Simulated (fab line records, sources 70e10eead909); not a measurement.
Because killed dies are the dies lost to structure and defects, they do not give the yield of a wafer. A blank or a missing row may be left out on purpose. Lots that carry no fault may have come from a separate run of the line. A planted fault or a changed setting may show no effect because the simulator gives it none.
Which tool did it? ; flow nand harc ; 39 wafers from 13 lots sampled at 6 of the route's 1159 steps

## WHAT EACH GAUGE READ, for each wafer
NHARC_P_STI_CD_MEAS_16. Usual: 198.0 nm for cd nm, sd 3.
lot;measured;on;cd nm (nm);flag
L391;day 2 14:55;cd sem-01;203.1 196.8 194.7;
L392;day 2 15:05;cd sem-03;198.1 195.5 191.8;
L394;day 3 02:50;cd sem-03;197.6 199.2 202.6;
L395;day 3 12:34;cd sem-03;195.5 198.5 196.5;
L396;day 3 19:04;cd sem-03;197.5 199.5 202.0;
L403;day 5 12:16;cd sem-01;196.7 195.8 199.1;
L406;day 6 05:41;cd sem-02;198.7 201.0 199.3;
L407;day 6 11:59;cd sem-02;202.2 200.3 203.3;
L409;day 7 00:25;cd sem-01;197.3 198.3 194.1;
L411;day 7 08:33;cd sem-02;196.7 197.4 201.2;
L410;day 7 08:42;cd sem-01;196.6 195.3 195.6;
L412;day 7 20:09;cd sem-03;199.6 197.4 201.2;
L413;day 8 01:04;cd sem-02;201.0 197.3 199.2;

NHARC_P_STI_OCD_MEAS_17. Usual: trench depth nm 301 nm, standard deviation 5.8; trench foot cd nm 156.2 nm, standard deviation 2.7.
lot;measured;on;trench depth nm (nm);trench foot cd nm (nm);flag
L391;day 2 15:01;ocd-02;309 302 294;157.8 157.0 155.9;
L392;day 2 15:11;ocd-01;298 311 305;157.3 151.5 150.9;
L394;day 3 02:56;ocd-02;306 310 297;157.8 153.9 160.0;
L395;day 3 12:40;ocd-01;298 301 303;154.8 156.0 155.1;
L396;day 3 19:10;ocd-01;301 297 299;155.9 158.3 156.8;
L403;day 5 12:21;ocd-01;307 304 296;154.6 155.1 154.6;
L406;day 6 05:47;ocd-02;308 296 309;155.0 161.4 155.3;
L407;day 6 12:04;ocd-02;295 305 284;160.3 156.1 162.5;
L409;day 7 00:30;ocd-02;298 296 294;155.4 155.1 153.1;
L411;day 7 08:38;ocd-01;294 312 301;155.9 154.0 159.8;
L410;day 7 08:47;ocd-02;303 309 297;156.2 153.5 155.7;
L412;day 7 20:14;ocd-01;296 302 293;160.3 155.8 160.1;
L413;day 8 01:09;ocd-01;295 300 306;159.2 156.2 155.9;

NHARC_P_GATE_CD_MEAS_59: target cd 720 nm. Usual: 718.6 nm for cd nm, sd 1.6.
lot;measured;on;cd nm (nm);flag
L391;day 5 10:34;cd sem-03;717.1 717.8 717.0;
L392;day 5 10:20;cd sem-03;716.6 716.7 715.8;
L394;day 5 22:59;cd sem-02;718.1 718.8 719.0;
L395;day 6 07:46;cd sem-01;- - -;OFF
L396;day 6 07:35;cd sem-02;719.6 719.6 718.3;
L403;day 8 16:59;cd sem-01;719.6 719.5 719.6;
L406;day 8 16:11;cd sem-03;718.5 719.4 718.4;
L407;day 9 06:10;cd sem-01;716.7 718.8 718.6;
L409;day 9 21:56;cd sem-02;720.2 716.6 718.5;
L411;day 9 22:48;cd sem-02;717.8 718.4 717.6;
L410;day 9 23:35;cd sem-03;718.9 717.6 716.2;
L412;day 10 14:04;cd sem-03;718.6 720.7 717.7;
L413;day 10 14:28;cd sem-01;716.6 717.8 716.6;

NHARC_END_SORT_01. Usual: killed at array 27, standard deviation 10; killed at other 0.6, standard deviation 0.96; killed at periphery 3.4, standard deviation 2.7; killed dies 31, standard deviation 10; killed open 2.9, standard deviation 1.8; killed short 1.8, standard deviation 1.4.
lot;measured;on;killed at array;killed at other;killed at periphery;killed dies;killed open;killed short;flag
L395;day 20 09:41;prober-02;15 21 25;2 0 3;660 656 649;677 677 677;1 4 3;0 1 2;OFF

## EACH LOT AND THE TOOL THAT RAN IT (in order: tool; ch and the chambers of the sampled wafers; start)
lot;NHARC_P_GATE_DESCUM_48;NHARC_P_GATE_EXPOSE_56
L391;rie diel-01 ch 0,1,2, day 5 08:56;krf scanner-02 ch 0, day 5 10:25
L392;rie diel-01 ch 0,1,2, day 5 08:46;krf scanner-02 ch 0, day 5 10:10
L394;rie diel-13 ch 0,2,3, day 5 21:23;krf scanner-04 ch 0, day 5 22:50
L395;rie diel-13 ch 2,3, day 6 06:13;krf scanner-02 ch 0, day 6 07:36
L396;rie diel-13 ch 0,1, day 6 05:59;krf scanner-02 ch 0, day 6 07:25
L403;rie diel-01 ch 0,2,3, day 8 15:09;krf scanner-02 ch 0, day 8 16:49
L406;rie diel-13 ch 1,2, day 8 14:43;krf scanner-04 ch 0, day 8 16:02
L407;rie diel-01 ch 2,3, day 9 04:13;krf scanner-02 ch 0, day 9 06:01
L409;rie diel-03 ch 2,3, day 9 20:20;krf scanner-01 ch 0, day 9 21:47
L411;rie diel-13 ch 0,1,2, day 9 21:11;krf scanner-02 ch 0, day 9 22:39
L410;rie diel-13 ch 0,1,2, day 9 22:01;krf scanner-04 ch 0, day 9 23:26
L412;rie diel-13 ch 1,2, day 10 12:28;krf scanner-01 ch 0, day 10 13:54
L413;rie diel-13 ch 0,1,2, day 10 12:52;krf scanner-02 ch 0, day 10 14:19
- NHARC_P_GATE_DESCUM_48: chemistry O2, time 3 s.
- NHARC_P_GATE_EXPOSE_56: exposes mask P PSD, target cd 720 nm.

## AS READ BY THE TOOLS THEMSELVES (means over the sampled wafers that have a number; for cases with no such wafer, the mark the record gives instead)
NHARC_P_GATE_DESCUM_48. Usual: drypump motor current A 5.6 A, standard deviation 0.44; oes product au 1.004 a.u., standard deviation 0.013; rf vpp V 57.7 V, standard deviation 0.82; showerhead plenum p Torr 1.89 Torr, standard deviation 0.1; throttle valve pct 11.312 %, standard deviation 0.01.
lot;tool;drypump motor current A (A);oes product au (a.u.);rf vpp V (V);showerhead plenum p Torr (Torr);throttle valve pct (%);flag
L391;rie diel-01;5.8;0.990;57.3;1.87;11.321;
L392;rie diel-01;5.8;0.995;57.8;1.87;11.308;
L394;rie diel-13;5.6;1.008;57.7;1.80;11.305;
L395;rie diel-13;5.5;0.994;57.3;1.78;11.316;
L396;rie diel-13;6.1;1.008;58.1;1.90;11.312;
L403;rie diel-01;5.7;0.991;58.1;1.94;11.306;
L406;rie diel-13;5.9;0.998;57.2;1.93;11.314;
L407;rie diel-01;5.9;0.984;57.4;2.03;11.312;
L409;rie diel-03;5.5;1.020;57.5;1.95;11.302;
L411;rie diel-13;5.9;1.008;57.7;1.88;11.319;
L410;rie diel-13;5.9;1.002;57.4;1.88;11.311;
L412;rie diel-13;5.9;0.992;58.1;1.93;11.312;
L413;rie diel-13;5.9;1.004;57.5;1.88;11.317;

## THE ANSWER, worked out from the rows above alone
Rule: a lot is off if the mean of its wafers that have a number lies more than 3 standard deviations from the usual mean. A lot without any number at a reading at which 4 lots or more have one is off too. Where the step has rows for the other lots, those lots are counted as sound. First the gauges in route order, then the tools' own readings, where a lot's mean is used as printed above. At the first step where some lot is off, the reading lying furthest off is the one used; lots without a number count as furthest.
Off: L395 (NHARC_P_GATE_CD_MEAS_59, cd nm). Without a number there: L395.
If a tool, at a process step before that reading, ran all the lots that are off and no sound lot after the first of them, it fits. The gauges at NHARC_P_GATE_CD_MEAS_59 aren't tried: what is off there is off at NHARC_END_SORT_01 too, on other tools, and a gauge's error can't cause that. Of those tried, none fits.

## WHAT THE SIMULATOR PUT IN
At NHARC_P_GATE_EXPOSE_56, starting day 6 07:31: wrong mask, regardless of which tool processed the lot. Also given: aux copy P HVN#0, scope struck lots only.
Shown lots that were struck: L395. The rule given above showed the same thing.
